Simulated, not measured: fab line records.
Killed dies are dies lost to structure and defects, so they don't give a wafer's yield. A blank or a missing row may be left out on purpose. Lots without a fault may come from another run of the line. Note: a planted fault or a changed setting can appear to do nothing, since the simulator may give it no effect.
Matching of chambers ; flow n5Finfet ; 4 sister chambers for N5_DUMMY_GATE_ETCH_23 on rieSi-04
The step etches poly-Si in HBr/Cl2/O2, target depth 41 nm, time 22.3 s. 20 wafers are shown with their chamber, then 10 later ones without.

EACH WAFER AND ITS CHAMBER
wafer;chamber;throttleValvePct (%);drypumpMotorCurrentA (A);oesProductAu (a.u.)
L077.1;2;36.98;6.1;0.996
L077.5;1;36.94;6.1;1.008
L077.6;0;37.68;5.8;0.996
L081.1;3;37.22;5.5;1.011
L081.4;2;36.97;6.1;1.015
L081.6;1;36.94;6.1;1.004
L082.1;0;37.69;5.7;0.981
L082.4;3;37.21;5.5;1.011
L082.5;1;36.95;6.1;1.005
L085.1;0;37.68;5.8;0.984
L085.4;1;36.92;6.0;0.997
L085.6;3;37.21;5.5;1.007
L087.3;0;37.69;5.8;0.986
L087.4;3;37.23;5.5;0.998
L087.6;1;36.93;6.1;1.006
L090.1;0;37.69;5.8;0.983
L090.2;1;36.93;6.1;0.996
L090.3;3;37.23;5.5;1.014
L092.1;1;36.93;6.1;0.995
L092.2;3;37.22;5.5;1.007

SIGNATURES (means of the wafers above)
reading;chamber 0;chamber 1;chamber 2;chamber 3;scatter within a chamber
throttleValvePct;37.6860;36.9343;36.9750;37.2200;0.00845
drypumpMotorCurrentA;5.780;6.086;6.100;5.500;0.0322
oesProductAu;0.98600;1.00157;1.00550;1.00800;0.00637
Rule: for each reading, subtract the chamber's mean from the wafer's reading, divide by that reading's scatter and square the result; add these up over the readings and take the root, which gives the wafer's distance from the chamber. If the next closest chamber is less than 2 further off than the closest, the wafer can't be placed; otherwise it belongs to the closest. How the scatter is found: for the shown wafers, subtract from each reading the mean of its chamber, square and add these, divide the total by (wafers less chambers), then take the root.

WAFERS WITH NO CHAMBER GIVEN
wafer;throttleValvePct (%);drypumpMotorCurrentA (A);oesProductAu (a.u.)
L092.3;36.98;6.1;1.018
L093.3;37.68;5.8;0.982
L093.4;36.97;6.1;1.020
L093.6;36.98;6.1;0.994
L094.1;37.22;5.5;1.010
L094.4;36.94;6.1;1.001
L094.6;37.67;5.8;0.988
L095.2;36.97;6.1;0.993
L095.3;36.93;6.1;1.007
L095.6;37.68;5.8;0.983

EACH ONE'S CHAMBER
wafer;from the rows above;in truth
L092.3;2;2
L093.3;0;0
L093.4;2;2
L093.6;2;2
L094.1;3;3
L094.4;1;1
L094.6;0;0
L095.2;2;2
L095.3;1;1
L095.6;0;0
Placed correctly: 10 of 10. From these rows, 0 cannot be placed. Placed wrongly: 0.
